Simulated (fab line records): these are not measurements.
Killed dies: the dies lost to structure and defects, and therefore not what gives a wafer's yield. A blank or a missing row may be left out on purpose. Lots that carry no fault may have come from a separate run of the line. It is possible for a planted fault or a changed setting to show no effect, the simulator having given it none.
Matching of chambers ; flow nand harc ; NHARC_P_GATE_DEP_103 on pecvd-03: 3 sister chambers
The step deposits SiON, target thk 30 nm. 3 wafers are shown with their chamber, then 7 later ones without.

== WAFERS WITH THEIR CHAMBER ==
wafer;chamber;heater power w (W)
L790.4;1;917
L792.1;2;595
L792.4;0;817

== WAFERS WHOSE CHAMBER IS MISSING ==
wafer;heater power w (W)
L792.5;938
L794.3;734
L794.4;637
L794.5;937
L801.3;873
L801.4;907
L801.6;739

== EACH ONE'S CHAMBER ==
wafer;from the rows above;in truth
L792.5;can't be placed: 1 or 0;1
L794.3;can't be placed: 0 or 2 or 1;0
L794.4;2;2
L794.5;can't be placed: 1 or 0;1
L801.3;can't be placed: 1 or 0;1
L801.4;can't be placed: 1 or 0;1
L801.6;can't be placed: 0 or 2 or 1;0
Correctly placed: 1 of 7. Can't be placed from these rows: 6 (the true chamber is among the candidates in 6). Number placed wrongly: 0.
How it was worked out, from the rows above alone: a wafer's distance from a chamber is the root of the sum, over the readings, of the square of ((its reading less the chamber's mean) divided by the reading's scatter). The wafer belongs to the nearest chamber; if the next one is less than 2 further off, it can't be placed. For every chamber, the mean is computed from those of its wafers that are shown. The scatter: root of mean squared gap, hidden wafer to nearest shown wafer, with one shown wafer a chamber.
